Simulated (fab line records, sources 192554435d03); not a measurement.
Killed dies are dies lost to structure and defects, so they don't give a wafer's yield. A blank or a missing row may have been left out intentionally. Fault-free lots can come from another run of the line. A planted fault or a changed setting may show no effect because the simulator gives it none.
fab line records | flow n5Finfet
[record] lots = 10 | wafers = 29 | lastDay = 17
route steps=1938 shown BEOL_M4@1096 BEOL_M5@1112 PASSIVATION@1936
lots with no fault: from the same line, run without faults
startH: start of the lot's first displayed wafer, in hours after the record's first day | waitH: time in hours since the lot's previous step | " as in the row above | L1.1+2: several wafers, shown together as one row | - value missing, or start not given | * or withheld: withheld | < > ~ a bound
route shown NAME@n: names a module that has steps shown in the file, with the first one's number in the route | usual: mean/standard deviation taken from wafers without a fault | same: alike in all rows | chamber/n: place in a boat | sites: the reading at each site | _std_site: the values' standard deviation | _edge_site: inner sites' mean taken away from outer sites' mean | radiusMm: how far each site lies from the wafer's centre | mask NAME#n: copy n | behind: the last tool/chamber to shape the wafer | hold: cause of the lot's hold/its duration in hours/its outcome | device: which transistor (n, p or np) failed to switch | end of line: the same wafers' tests at the end of the route | a step with no rows: only its recipe | killed: dies lost to structure and defects at the first sort, not the wafer's yield | map: a wafer's dies, marking killed ones x, the rest . and places with no die _
set.NAME: the setting as run; set.NAME@STEP: as run at that earlier step | model.NAME: the simulator's own value behind a step, which no gauge read
a sample of lots followed through the steps of the route, with each step as a table and each wafer as a row
services: a tool's chamber out of use, with start hour (startH, from the record's first day; less than 0 if before it), hours out, and reason
[[steps]]
[step N5_BEOL_M4_SPUTTER_92]
[recipe] material = Cu | targetThkA = 45 | tempC = -20 | chamberPressurePa = 0.07 | powerW = withheld | timeS = 8.29
[usual] chuckGasFlowSccm = 1.26/0.051 | throttleValvePct = 29.7/0.71
lot.wafer | tool          | chamber | startH | waitH | chuckGasFlowSccm | throttleValvePct
L318.3    | pvdSputter-01 | -       | 160.70 | 0.1   | 1.26             | 29.6
L318.4    | "             | -       | "      | "     | 1.15             | 29.5
L318.5    | "             | -       | "      | "     | 1.36             | 29.8
L319.1    | pvdSputter-02 | -       | 165.25 | 0.1   | 1.07             | 29.4
L319.2    | "             | -       | "      | "     | 1.21             | 30.0
L319.3    | "             | -       | "      | "     | 1.21             | 28.8
L324.4    | pvdSputter-01 | -       | 189.69 | 0.1   | 1.18             | 29.6
L324.6    | "             | -       | "      | "     | 1.25             | 29.7
L330.1    | pvdSputter-01 | -       | 240.90 | 0.1   | 1.23             | 29.9
L330.3    | "             | -       | "      | "     | 1.31             | 28.8
L330.4    | "             | -       | "      | "     | 1.30             | 29.3
L332.1    | pvdSputter-03 | -       | 241.45 | 0.1   | 1.25             | 30.5
L332.4    | "             | -       | "      | "     | 1.25             | 29.2
L332.5    | "             | -       | "      | "     | 1.24             | 29.5
L333.2    | pvdSputter-03 | -       | 256.37 | 0.1   | 1.26             | 30.3
L333.5    | "             | -       | "      | "     | 1.35             | 30.2
L333.6    | "             | -       | "      | "     | 1.30             | 30.2
L335.1    | pvdSputter-02 | -       | 267.49 | 0.1   | 1.28             | 29.8
L335.3    | "             | -       | "      | "     | 1.35             | 30.3
L335.5    | "             | -       | "      | "     | 1.26             | 30.0
L339.1    | pvdSputter-02 | -       | 289.81 | 0.1   | 1.27             | 29.6
L339.2    | "             | -       | "      | "     | 1.36             | 28.5
L339.4    | "             | -       | "      | "     | 1.27             | 29.9
L340.1    | pvdSputter-03 | -       | 298.53 | 0.1   | 1.27             | 30.2
L340.5    | "             | -       | "      | "     | 1.25             | 30.2
L340.6    | "             | -       | "      | "     | 1.24             | 31.3
L341.2    | pvdSputter-02 | -       | 298.83 | 0.1   | 1.31             | 29.3
L341.5    | "             | -       | "      | "     | 1.20             | 30.7
L341.6    | "             | -       | "      | "     | 1.29             | 28.6
[step N5_BEOL_M4_ANNEAL_95]
[recipe] tempC = 400 | timeS = 240 | ambient = vacuum
[usual] heaterPowerW = 825/41
lot.wafer | tool          | chamber | startH | waitH | heaterPowerW
L318.3    | pvdSputter-01 | -       | 161.00 | 0.0   | 829
L318.4    | "             | -       | "      | "     | 834
L318.5    | "             | -       | "      | "     | 814
L319.1    | pvdSputter-02 | -       | 165.55 | 0.0   | 819
L319.2    | "             | -       | "      | "     | 770
L319.3    | "             | -       | "      | "     | 863
L324.4    | pvdSputter-01 | -       | 189.99 | 0.0   | 806
L324.6    | "             | -       | "      | "     | 852
L330.1    | pvdSputter-01 | -       | 241.20 | 0.0   | 812
L330.3    | "             | -       | "      | "     | 799
L330.4    | "             | -       | "      | "     | 848
L332.1    | pvdSputter-03 | -       | 241.75 | 0.0   | 826
L332.4    | "             | -       | "      | "     | 768
L332.5    | "             | -       | "      | "     | 795
L333.2    | pvdSputter-03 | -       | 256.67 | 0.0   | 884
L333.5    | "             | -       | "      | "     | 815
L333.6    | "             | -       | "      | "     | 858
L335.1    | pvdSputter-02 | -       | 267.79 | 0.0   | 752
L335.3    | "             | -       | "      | "     | 847
L335.5    | "             | -       | "      | "     | 757
L339.1    | pvdSputter-02 | -       | 290.11 | 0.0   | 824
L339.2    | "             | -       | "      | "     | 875
L339.4    | "             | -       | "      | "     | 749
L340.1    | pvdSputter-03 | -       | 298.87 | 0.0   | 858
L340.5    | "             | -       | "      | "     | 874
L340.6    | "             | -       | "      | "     | 892
L341.2    | pvdSputter-02 | -       | 299.13 | 0.0   | 816
L341.5    | "             | -       | "      | "     | 820
L341.6    | "             | -       | "      | "     | 902
[step N5_BEOL_M4_ANNEAL_51]
[recipe] tempC = 225 | timeS = 90 | ambient = N2
[usual] wafer_temp_C_max = 225.89/0.24
lot.wafer | tool         | chamber | startH | waitH | wafer_temp_C_max
L318.3    | rtpAnneal-01 | 0       | 161.42 | 0.1   | 226.25
L318.4    | "            | 0       | "      | "     | 225.74
L318.5    | "            | 0       | "      | "     | 226.13
L319.1    | rtpAnneal-01 | 0       | 165.89 | 0.1   | 226.24
L319.2    | "            | 0       | "      | "     | 226.10
L319.3    | "            | 0       | "      | "     | 226.08
L324.4    | rtpAnneal-02 | 0       | 190.46 | 0.2   | 225.95
L324.6    | "            | 0       | "      | "     | 225.83
L330.1    | rtpAnneal-02 | 0       | 241.61 | 0.1   | 225.72
L330.3    | "            | 0       | "      | "     | 225.82
L330.4    | "            | 0       | "      | "     | 225.58
L332.1    | rtpAnneal-02 | 0       | 242.15 | 0.1   | 225.84
L332.4    | "            | 0       | "      | "     | 225.77
L332.5    | "            | 0       | "      | "     | 225.95
L333.2    | rtpAnneal-01 | 0       | 257.05 | 0.1   | 225.89
L333.5    | "            | 0       | "      | "     | 226.06
L333.6    | "            | 0       | "      | "     | 225.68
L335.1    | rtpAnneal-02 | 0       | 268.13 | 0.1   | 226.24
L335.3    | "            | 0       | "      | "     | 225.62
L335.5    | "            | 0       | "      | "     | 225.62
L339.1    | rtpAnneal-01 | 0       | 290.45 | 0.1   | 226.48
L339.2    | "            | 0       | "      | "     | 226.14
L339.4    | "            | 0       | "      | "     | 225.89
L340.1    | rtpAnneal-02 | 0       | 299.23 | 0.1   | 226.08
L340.5    | "            | 0       | "      | "     | 226.03
L340.6    | "            | 0       | "      | "     | 226.27
L341.2    | rtpAnneal-01 | 0       | 299.51 | 0.1   | 225.84
L341.5    | "            | 0       | "      | "     | 225.63
L341.6    | "            | 0       | "      | "     | 225.89
[step N5_BEOL_M4_RC_MEAS_101]
[usual] DIBL_N = 35.9/2.5 | DIBL_P = 36.0/3 | IOFF_N = 0.16/0.047 | IOFF_P = 0.21/0.047 | ION_N = 671/14 | ION_P = 460/8.8 | SS_N = 71.5/0.73 | SS_P = 73.2/0.91 | VT_N = 250/4.3 | VT_P = -251/3.6
lot.wafer | tool      | chamber | startH | waitH | DIBL_N[mV/V] | DIBL_P[mV/V] | IOFF_N[nA/um] | IOFF_P[nA/um] | ION_N[uA/um] | ION_P[uA/um] | SS_N[mV/dec] | SS_P[mV/dec] | VT_N[mV] | VT_P[mV]
L318.3    | prober-02 | 0       | 162.56 | 0.3   | 34.8         | 34.4         | 0.14          | 0.19          | 662          | 453          | 71.0         | 73.3         | 250      | -254
L318.4    | "         | 0       | "      | "     | 37.7         | 37.2         | 0.20          | 0.22          | 679          | 465          | 72.4         | 73.2         | 245      | -251
L318.5    | "         | 0       | "      | "     | 34.1         | 33.6         | 0.14          | 0.17          | 653          | 444          | 70.5         | 72.7         | 249      | -256
L319.1    | prober-01 | 0       | 166.79 | 0.0   | 35.4         | 36.4         | 0.15          | 0.18          | 667          | 451          | 71.5         | 73.3         | 253      | -254
L319.2    | "         | 0       | "      | "     | 32.2         | 32.9         | 0.11          | 0.16          | 653          | 451          | 70.5         | 72.3         | 252      | -254
L319.3    | "         | 0       | "      | "     | 35.9         | 37.2         | 0.16          | 0.20          | 682          | 467          | 71.4         | 73.0         | 250      | -254
L324.4    | prober-02 | 0       | 191.69 | 0.5   | 40.0         | 40.5         | 0.24          | 0.31          | 689          | 466          | 72.2         | 74.5         | 243      | -243
L324.6    | "         | 0       | "      | "     | 34.1         | 33.2         | 0.12          | 0.17          | 648          | 447          | 70.2         | 72.8         | 254      | -254
L330.1    | prober-01 | 0       | 242.51 | 0.0   | 37.4         | 36.6         | 0.15          | 0.22          | 652          | 455          | 71.4         | 73.4         | 252      | -252
L330.3    | "         | 0       | "      | "     | 31.7         | 30.3         | 0.09          | 0.13          | 658          | 451          | 70.4         | 72.4         | 256      | -260
L330.4    | "         | 0       | "      | "     | 41.4         | 41.5         | 0.27          | 0.27          | 695          | 458          | 72.6         | 74.5         | 242      | -251
L332.1    | prober-02 | 0       | 243.14 | 0.0   | 37.2         | 37.0         | 0.18          | 0.18          | 670          | 450          | 71.4         | 72.8         | 248      | -253
L332.4    | "         | 0       | "      | "     | 36.7         | 37.9         | 0.17          | 0.22          | 678          | 458          | 71.9         | 74.4         | 247      | -252
L332.5    | "         | 0       | "      | "     | 33.2         | 33.6         | 0.12          | 0.15          | 664          | 462          | 70.7         | 72.6         | 253      | -255
L333.2    | prober-01 | 0       | 258.07 | 0.2   | 36.1         | 35.7         | 0.15          | 0.22          | 662          | 457          | 72.0         | 73.1         | 251      | -249
L333.5    | "         | 0       | "      | "     | 33.1         | 33.1         | 0.10          | 0.18          | 661          | 463          | 71.2         | 72.2         | 255      | -250
L333.6    | "         | 0       | "      | "     | 34.8         | 34.8         | 0.12          | 0.20          | 664          | 469          | 71.0         | 72.6         | 250      | -250
L335.1    | prober-02 | 0       | 269.06 | 0.0   | 35.8         | 35.2         | 0.14          | 0.19          | 685          | 470          | 70.5         | 73.0         | 248      | -250
L335.3    | "         | 0       | "      | "     | 39.0         | 39.9         | 0.22          | 0.28          | 693          | 469          | 71.2         | 74.4         | 244      | -247
L335.5    | "         | 0       | "      | "     | 38.1         | 39.4         | 0.18          | 0.26          | 692          | 475          | 71.8         | 74.3         | 247      | -248
L339.1    | prober-01 | 0       | 291.36 | 0.0   | 35.8         | 35.4         | 0.17          | 0.22          | 684          | 471          | 71.1         | 73.1         | 249      | -247
L339.2    | "         | 0       | "      | "     | 38.1         | 37.6         | 0.18          | 0.23          | 678          | 467          | 72.0         | 73.7         | 250      | -249
L339.4    | "         | 0       | "      | "     | 35.3         | 34.9         | 0.15          | 0.22          | 655          | 456          | 71.4         | 73.0         | 251      | -249
L340.1    | prober-02 | 0       | 300.24 | 0.0   | 35.0         | 35.1         | 0.13          | 0.19          | 655          | 452          | 71.1         | 72.8         | 255      | -252
L340.5    | "         | 0       | "      | "     | 34.7         | 34.8         | 0.15          | 0.19          | 681          | 468          | 71.2         | 73.5         | 251      | -250
L340.6    | "         | 0       | "      | "     | 32.9         | 32.7         | 0.10          | 0.16          | 656          | 455          | 71.0         | 72.0         | 259      | -254
L341.2    | prober-01 | 0       | 300.53 | 0.2   | 35.2         | 33.5         | 0.12          | 0.16          | 668          | 458          | 71.1         | 73.0         | 254      | -252
L341.5    | "         | 0       | "      | "     | 39.7         | 39.0         | 0.20          | 0.25          | 673          | 457          | 73.0         | 74.5         | 249      | -250
L341.6    | "         | 0       | "      | "     | 33.6         | 33.2         | 0.11          | 0.16          | 664          | 462          | 70.8         | 72.2         | 253      | -254
[step N5_BEOL_M5_ILD_DEP_00]
[recipe] material = SiCOH_lowk | targetThkA = 1406.4 | tempC = 300 | precursor = DEMS/porogen | pressureTorr = 5 | rfW = 500 | timeS = 25.9
[usual] heaterPowerW = 314/57 | showerheadPlenumPTorr = 5.740/0.016 | throttleValvePct = 14.0/0.7
lot.wafer | tool     | chamber | startH | waitH | heaterPowerW | showerheadPlenumPTorr | sinceWetCleanH | throttleValvePct
L318.3    | pecvd-01 | 2       | 163.21 | 0.5   | 282          | 5.732                 | 476            | 14.4
L318.4    | "        | 1       | "      | "     | 271          | 5.755                 | -              | 13.8
L318.5    | "        | 2       | "      | "     | 284          | 5.763                 | -              | 14.5
L319.1    | pecvd-01 | 2       | 167.75 | 0.8   | 257          | 5.740                 | 480            | 14.4
L319.2    | "        | 1       | "      | "     | 318          | 5.758                 | 1959           | 13.9
L319.3    | "        | 0       | "      | "     | 384          | 5.770                 | 1234           | 15.0
L324.4    | pecvd-02 | 2       | 192.22 | 0.4   | 213          | 5.719                 | -              | 12.8
L324.6    | "        | 1       | "      | "     | 406          | 5.744                 | -              | 14.9
L330.1    | pecvd-04 | 2       | 243.48 | 0.8   | 317          | 5.760                 | 375            | 13.0
L330.3    | "        | 1       | "      | "     | 259          | 5.738                 | 1854           | 14.3
L330.4    | "        | 1       | "      | "     | 260          | 5.739                 | -              | 14.6
L332.1    | pecvd-01 | 1       | 244.10 | 0.8   | 299          | 5.751                 | 2035           | 13.7
L332.4    | "        | 0       | "      | "     | 390          | 5.764                 | -              | 15.2
L332.5    | "        | 1       | "      | "     | 296          | 5.750                 | -              | 14.0
L333.2    | pecvd-04 | 2       | 258.88 | 0.7   | 300          | 5.755                 | 390            | 13.0
L333.5    | "        | 2       | "      | "     | 301          | 5.746                 | -              | 13.3
L333.6    | "        | 1       | "      | "     | 282          | 5.762                 | -              | 14.6
L335.1    | pecvd-04 | 1       | 270.02 | 0.8   | 242          | 5.760                 | 1880           | 14.6
L335.3    | "        | 2       | "      | "     | 291          | 5.744                 | 401            | 13.2
L335.5    | "        | 2       | "      | "     | 295          | 5.750                 | -              | 13.0
L339.1    | pecvd-02 | 1       | 292.34 | 0.8   | 333          | 5.724                 | 1721           | 14.4
L339.2    | "        | 2       | "      | "     | 204          | 5.729                 | 242            | 13.2
L339.4    | "        | 2       | "      | "     | 216          | 5.711                 | -              | 12.9
L340.1    | pecvd-04 | 2       | 301.20 | 0.8   | 348          | 5.736                 | 432            | 13.0
L340.5    | "        | 1       | "      | "     | 274          | 5.758                 | -              | 14.4
L340.6    | "        | 2       | "      | "     | 353          | 5.748                 | -              | 13.1
L341.2    | pecvd-02 | 0       | 301.34 | 0.7   | 336          | 5.747                 | 1005           | 14.1
L341.5    | "        | 2       | "      | "     | 219          | 5.717                 | -              | 13.3
L341.6    | "        | 1       | "      | "     | 369          | 5.754                 | -              | 14.9
[step N5_BEOL_M5_THK_MEAS_01]
[recipe] reads = SiCOH_lowk_of_BEOL_M5_ILD_DEP_00
[usual] M5_ILD_THK = 121.3/1.7
lot.wafer | tool         | chamber | startH | waitH | M5_ILD_THK[nm]
L318.3    | filmMetro-01 | -       | 163.79 | 0.3   | 121.7
L318.4    | "            | -       | "      | "     | 120.6
L318.5    | "            | -       | "      | "     | 125.2
L319.1    | filmMetro-02 | -       | 168.38 | 0.4   | 121.5
L319.2    | "            | -       | "      | "     | 118.5
L319.3    | "            | -       | "      | "     | 121.3
L324.4    | filmMetro-02 | -       | 192.78 | 0.2   | 204.0
L324.6    | "            | -       | "      | "     | 124.4
L330.1    | filmMetro-02 | -       | 244.53 | 0.8   | 117.6
L330.3    | "            | -       | "      | "     | 121.2
L330.4    | "            | -       | "      | "     | 123.6
L332.1    | filmMetro-01 | -       | 244.67 | 0.4   | 118.1
L332.4    | "            | -       | "      | "     | 120.8
L332.5    | "            | -       | "      | "     | 119.7
L333.2    | filmMetro-01 | -       | 260.89 | 1.3   | 118.3
L333.5    | "            | -       | "      | "     | 120.3
L333.6    | "            | -       | "      | "     | 124.2
L335.1    | filmMetro-01 | -       | 270.60 | 0.4   | 122.5
L335.3    | "            | -       | "      | "     | 118.7
L335.5    | "            | -       | "      | "     | 121.5
L339.1    | filmMetro-01 | -       | 292.91 | 0.4   | 119.3
L339.2    | "            | -       | "      | "     | 119.0
L339.4    | "            | -       | "      | "     | 119.8
L340.1    | filmMetro-02 | -       | 301.77 | 0.4   | 119.2
L340.5    | "            | -       | "      | "     | 122.1
L340.6    | "            | -       | "      | "     | 120.3
L341.2    | filmMetro-01 | -       | 301.94 | 0.4   | 120.8
L341.5    | "            | -       | "      | "     | 121.3
L341.6    | "            | -       | "      | "     | 122.1
[step N5_PASSIVATION_PROBE_49]
[usual] defectLimitedYield = 91.4/1.4 | killed_at_M0_to_M3 = 34/8.9 | killed_at_M4_up = 13/4.6 | killedAtContacts = 12/5.5 | killedAtFrontEnd = 41/11 | killedAtOther = 3.1/2.9 | killedDies = 102/16 | killedOnRim = 13/4.2 | killedOpen = 66/11 | killedShort = 34/7.6 | sort_bin_5_function = 5.1/0.89 | sort_bin_6_memory = 3.2/0.61 | sort_bin_8_speed = 0.02/0.12 | sortNPass = 1078/16
[same] grossDies = 1180 | killedAtBackSide = 0 | sort_bin_4_leakage[%] = 0
lot.wafer | tool      | chamber | startH | waitH | defectLimitedYield[%] | killed_at_M0_to_M3 | killed_at_M4_up | killedAtContacts | killedAtFrontEnd | killedAtOther | killedDies | killedOnRim | killedOpen | killedShort | sort_bin_5_function[%] | sort_bin_6_memory[%] | sort_bin_8_speed[%] | sortNPass
L324.4    | prober-01 | -       | 297.38 | 0.2   | 0                     | 40                 | 1081            | 21               | 34               | 4             | 1180       | 152         | 70         | 42          | 95.8                   | 4.0                  | 0                   | 0
L324.6    | prober-01 | -       | 297.48 | 0.3   | 92.9                  | 20                 | 19              | 2                | 41               | 2             | 84         | 15          | 62         | 18          | 4.2                    | 2.3                  | 0.08                | 1095
// killed by level:class
L324.4 BEOL_M5:areaEtch=1068 BEOL_M0_SAQP:geometricParticle:short=12 MOL_CONTACT_COAG:geometricParticle:open=11 MOL_CONTACT_COAG:geometricParticle:short=10 BEOL_M0_SAQP:geometricParticle:open=9 BEOL_M4:geometricParticle:open=9 BEOL_M2:geometricParticle:open=8 FIN_SAQP:geometricParticle:open=6
L324.6 STI_FIN_REVEAL:geometricParticle:open=16 BEOL_M4:geometricParticle:open=13 BEOL_M0_SAQP:geometricParticle:open=6 BEOL_M2:geometricParticle:open=6 STI_FIN_REVEAL:geometricParticle:short=4 BEOL_M1:geometricParticle:open=4 HKMG_FIN:areaEtch=4 GATE_CUT:geometricParticle:short=3
[[services]]
tool         | chamber | startH | hours | kind
pecvd-02     | -       | 144.46 | 0.7   | repair
pecvd-04     | -       | 148.13 | 1.1   | repair
pecvd-04     | 2       | 154.06 | 2.1   | scheduledDown
pecvd-04     | -       | 175.90 | 0.9   | repair
pecvd-01     | -       | 186.49 | 2.8   | pm
pecvd-01     | 0       | 199.65 | 2.1   | scheduledDown
pecvd-01     | 0       | 225.32 | 5.5   | scheduledDown
pecvd-02     | 1       | 261.67 | 13.0  | repair
pecvd-01     | -       | 271.15 | 6.0   | pm
pecvd-02     | 0       | 281.59 | 5.5   | scheduledDown
rtpAnneal-02 | -       | 285.43 | 1.1   | pm
[[key]]
[firstSign] step = N5_BEOL_M5_THK_MEAS_01 | reading = M5_ILD_THK | direction = up | sigmas = 49 | usual = 121.3 | struck = 204.0
[effect] step = N5_PASSIVATION_PROBE_49 | reading = killed_at_M4_up | direction = up | sigmas = 99+ | usual = 13 | struck = 1081
[moreKillsBornAt] N5_BEOL_M5_ETCH_41@rieDiel-05 = 1068
metAt N5_BEOL_M5_ILD_DEP_00
struckLots L324
struckWafers L324.4
laterRowsLeftOut L324.4
notActingAt N5_BEOL_M4_SPUTTER_92,N5_BEOL_M4_ANNEAL_95,N5_BEOL_M4_ANNEAL_51
[fault] kind = processParameterDrift | tool = pecvd-02 | chamber = - | onsetH = 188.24 | steps = N5_BEOL_M5_ILD_DEP_00 | channel = timeS | offset = * | shape = step | endH = 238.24 | scope = struckWafersOnly | actsIn = * | stated = *
// laterRowsLeftOut: the simulator's readings of these wafers behind a module that went badly wrong aren't trusted and aren't shown, but for the sort
